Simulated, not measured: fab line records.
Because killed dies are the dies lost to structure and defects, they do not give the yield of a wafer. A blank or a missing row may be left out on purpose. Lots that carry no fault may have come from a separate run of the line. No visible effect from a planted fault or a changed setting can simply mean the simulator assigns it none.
Lot-split experiment | flow n5 finfet | 21 wafers read from 7 lots, route of 1938 steps

ON THE SPLIT
At N5_MOL_CONTACT_COAG_PECVD_31 (deposits SiO2 from TEOS/O2, target thk 46 nm, time 8.9 s), the setting temp c was moved away from the recipe's 400 C on 4 of the 21 wafers read, by -4.3% to -1.7%. All remaining wafers had this setting at the recipe value.

FROM THE SPLIT TO THE READING: what the file shows between them, 6 steps
- N5_MOL_CONTACT_COAG_COAT_75: time 60 s, resist thk 60 nm
- N5_MOL_CONTACT_COAG_COAT_76: time 60 s, resist thk 10 nm
- N5_MOL_CONTACT_COAG_ETCHBACK_135: etches SiO2 in CHF3, target depth 25 nm, time 16.7 s
- N5_MOL_CONTACT_COAG_STRIP_118: strips in CHF3
- N5_MOL_CONTACT_COAG_VIA_ETCH_46: etches SiO2 in C4F6/O2, target depth 46 nm, overetch 9.2 nm, time 40 s
- N5_MOL_CONTACT_COAG_STRIP_96: strips in N2/H2

THE READING
SiO2_of_MOL_CONTACT_COAG_PECVD_31.thk nm (the simulator's own value, which no gauge read), in nm, at N5_MOL_CONTACT_COAG_ETCH_47 (etches SiNx in CH3F/O2, stops on W, target depth 27 nm). No usual value for it is given in the file. Average 44.3 nm, standard deviation 0.52 nm, over the 17 wafers here run with the recipe.

wafer  | tool, chamber at the split | temp c as run, C | against the recipe | SiO2_of_MOL_CONTACT_COAG_PECVD_31.thk nm, nm | against lot-mates on the recipe
L075.2 | pecvd-02, 0                | 400              | recipe             | 43.8                                         | -
L075.3 | pecvd-02, 2                | 393.1            | -1.7%              | 46.2                                         | +1.8
L075.6 | pecvd-02, 2                | 400              | recipe             | 45                                           | -
L079.3 | pecvd-01, 2                | 400              | recipe             | 44.2                                         | -
L079.4 | pecvd-01, 0                | 400              | recipe             | 44.6                                         | -
L079.6 | pecvd-01, 0                | 400              | recipe             | 44.6                                         | -
L081.1 | pecvd-04, 0                | 400              | recipe             | 44                                           | -
L081.2 | pecvd-04, 1                | 400              | recipe             | 43.2                                         | -
L081.4 | pecvd-04, 0                | 400              | recipe             | 44.2                                         | -
L088.1 | pecvd-02, 2                | 400              | recipe             | 43.8                                         | -
L088.2 | pecvd-02, 1                | 382.9            | -4.3%              | 47.6                                         | +3.5
L088.4 | pecvd-02, 2                | 400              | recipe             | 44.4                                         | -
L091.2 | pecvd-04, 2                | 383.7            | -4.1%              | 47.8                                         | +3.4
L091.4 | pecvd-04, 0                | 383.7            | -4.1%              | 49.2                                         | +4.8
L091.6 | pecvd-04, 2                | 400              | recipe             | 44.4                                         | -
L095.1 | pecvd-02, 1                | 400              | recipe             | 43.6                                         | -
L095.3 | pecvd-02, 0                | 400              | recipe             | 44                                           | -
L095.4 | pecvd-02, 1                | 400              | recipe             | 43.8                                         | -
L096.4 | pecvd-04, 2,0              | 400              | recipe             | 44.8                                         | -
L096.5 | pecvd-04, 2,0              | 400              | recipe             | 44.8                                         | -
L096.6 | pecvd-04, 1                | 400              | recipe             | 45.2                                         | -
If several chambers appear in one row, that row covers several wafers at once and the file leaves open which wafer was in which chamber.

THE FIT
A straight line over all 21 wafers: SiO2_of_MOL_CONTACT_COAG_PECVD_31.thk nm changes by -0.955 nm for each +1% of temp c; r = -0.93; the points scatter about the line by 0.58 nm.
The same after taking each lot's own level away (the mean of its wafers on the recipe; 21 wafers): -0.943 nm for each +1%; r = -0.96; scatter 0.41 nm.
On that fit, the largest move of temp c shifts the reading by 4 nm.
Measured against the standard deviation above, the lots' own levels, which go from 43.80 to 44.93 nm, span 2.2 times it.
Consequently the slope shifts little with the lot-to-lot level, the two slopes agreeing.
Check: +4.31 nm against its lot-mates is what the line predicts for one of the wafers moved furthest among these (-4.3%) when that wafer is left out of the fit. It came out at +3.5 nm against them.

OTHER SPLITS APPLIED TO THESE WAFERS
Before the reading, these wafers also passed through other splits. Each is held against what the fit with the lots' levels taken away leaves over:
other split on the same wafers | wafers away from the commonest value | r with SiO2_of_MOL_CONTACT_COAG_PECVD_31.thk nm (lot level and that fit taken away)
N5_SD_EPI_P_EPI_21 temp c      | 8                                    | -0.05
N5_SDB_CUT_ETCH_26 bias w      | as run: not given for these wafers   | -
N5_SDB_CMP_30 down force psi   | 5                                    | +0.36

THE WHOLE CHAIN: every reading that the file lists as answering this split, in the file's order
step                            | what it does                                                           | reading                                                                                   | change (the file's fit)               | r (the file's)
N5_MOL_CONTACT_COAG_PECVD_31    | deposits SiO2 from TEOS/O2, target thk 46 nm, time 8.9 s               | SiO2_of_MOL_CONTACT_COAG_PECVD_31.thk nm (the simulator's own value, which no gauge read) | -0.93 nm for each +1% of the setting  | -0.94
N5_MOL_CONTACT_COAG_VIA_ETCH_46 | etches SiO2 in C4F6/O2, target depth 46 nm, overetch 9.2 nm, time 40 s | etch.depth nm (the simulator's own value, which no gauge read)                            | -0.927 nm for each +1% of the setting | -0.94
N5_MOL_CONTACT_COAG_ETCH_47     | etches SiNx in CH3F/O2, stops on W, target depth 27 nm                 | SiO2_of_MOL_CONTACT_COAG_PECVD_31.thk nm (the simulator's own value, which no gauge read) | -0.919 nm for each +1% of the setting | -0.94

FILE'S OWN FIT
SiO2_of_MOL_CONTACT_COAG_PECVD_31.thk nm changes by -0.919 nm for each +1% of temp c, r = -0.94.
